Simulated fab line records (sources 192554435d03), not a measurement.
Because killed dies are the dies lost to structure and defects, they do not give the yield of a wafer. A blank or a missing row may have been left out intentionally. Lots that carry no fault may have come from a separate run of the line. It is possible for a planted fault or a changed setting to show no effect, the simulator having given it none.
Which tool did it? -- flow n5 finfet -- 12 lots (36 wafers sampled), 1 step of a 1938-step route

## WHAT THE GAUGES SHOWED, per wafer
N5_BEOL_M5_INSPECT_13: inspects for defects (brightfield).
lot,measured,on,raw defect count
L075,day 8 12:41,defect inspect-01,328 408 327
L077,day 8 18:29,defect inspect-01,295 377 343
L079,day 9 08:59,defect inspect-02,458 306 527
L082,day 10 00:16,defect inspect-01,366 527 444
L083,day 10 04:08,defect inspect-02,501 428 460
L085,day 10 21:02,defect inspect-01,334 377 317
L088,day 11 07:25,defect inspect-01,259 330 376
L089,day 12 03:28,defect inspect-02,429 365 304
L091,day 12 11:35,defect inspect-01,554 365 457
L092,day 12 15:08,defect inspect-01,336 307 502
L095,day 13 05:52,defect inspect-02,530 428 518
L096,day 13 18:43,defect inspect-02,526 493 573

## WHICH TOOL RAN EACH LOT (tool, then ch and the chambers of the sampled wafers, then the start)
The record shows no process step preceding these readings.

## THE ANSWER, worked out from the rows above alone
Rule: the lots themselves supply what counts as usual. The widest of any qualifying gaps counts: lots, ordered by their means at a reading, are off when they make up no more than a third of the lots, leave a main group of 4 or more, and stand apart from it by 3 or more times the standard deviation of that group's means. A main group is skipped when, at the precision printed for the reading in the tables above, its means are all equal. A lot without any number at a reading at which 4 lots or more have one is off too. All remaining lots with rows at the step are treated as sound.
Across all readings shown, no lot is off: no conclusion can be drawn from this.

## WHAT THE SIMULATOR PUT IN
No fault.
